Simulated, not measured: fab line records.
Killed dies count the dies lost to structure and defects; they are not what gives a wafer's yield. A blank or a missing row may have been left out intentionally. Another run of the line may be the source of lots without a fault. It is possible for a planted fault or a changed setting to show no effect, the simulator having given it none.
Matching of chambers / flow nand harc / pecvd-02 running NHARC_A_SLIT_DEP_25: 3 sister chambers
The step deposits SiO2, target thk 200 nm. 6 wafers are shown with their chamber, then 7 later ones without.

## WAFERS, EACH WITH ITS CHAMBER
wafer=L082.4; chamber=2; showerhead vpp V (V)=1820; heater power w (W)=656
wafer=L083.2; chamber=1; showerhead vpp V (V)=1978; heater power w (W)=350
wafer=L083.3; chamber=0; showerhead vpp V (V)=1782; heater power w (W)=786
wafer=L083.6; chamber=0; showerhead vpp V (V)=1762; heater power w (W)=795
wafer=L084.1; chamber=2; showerhead vpp V (V)=1829; heater power w (W)=708
wafer=L084.4; chamber=1; showerhead vpp V (V)=1984; heater power w (W)=390

## WAFERS WITHOUT THEIR CHAMBER
wafer=L084.5; showerhead vpp V (V)=1784; heater power w (W)=713
wafer=L095.1; showerhead vpp V (V)=1762; heater power w (W)=773
wafer=L095.4; showerhead vpp V (V)=1973; heater power w (W)=411
wafer=L095.5; showerhead vpp V (V)=1869; heater power w (W)=576
wafer=L093.1; showerhead vpp V (V)=1987; heater power w (W)=450
wafer=L093.5; showerhead vpp V (V)=1760; heater power w (W)=748
wafer=L093.6; showerhead vpp V (V)=1884; heater power w (W)=527

## WHICH CHAMBER EACH ONE RAN IN
wafer=L084.5; from the rows above=can't be placed: 0 or 2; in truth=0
wafer=L095.1; from the rows above=0; in truth=0
wafer=L095.4; from the rows above=1; in truth=1
wafer=L095.5; from the rows above=2; in truth=2
wafer=L093.1; from the rows above=1; in truth=1
wafer=L093.5; from the rows above=0; in truth=0
wafer=L093.6; from the rows above=2; in truth=2
6 of 7 placed correctly. These rows do not allow placing 1 (true chamber among the candidates in 1). Placed wrongly: 0.
How it was worked out, from the rows above alone: a wafer's distance from a chamber is the root of the sum, over the readings, of the square of ((its reading less the chamber's mean) divided by the reading's scatter). The wafer belongs to the nearest chamber; if the next one is less than 2 further off, it can't be placed. Each chamber's mean is taken over the wafers shown for it. The scatter: the root of (the sum of the squares of (reading less its chamber's mean) over the shown wafers, divided by (wafers less chambers)).
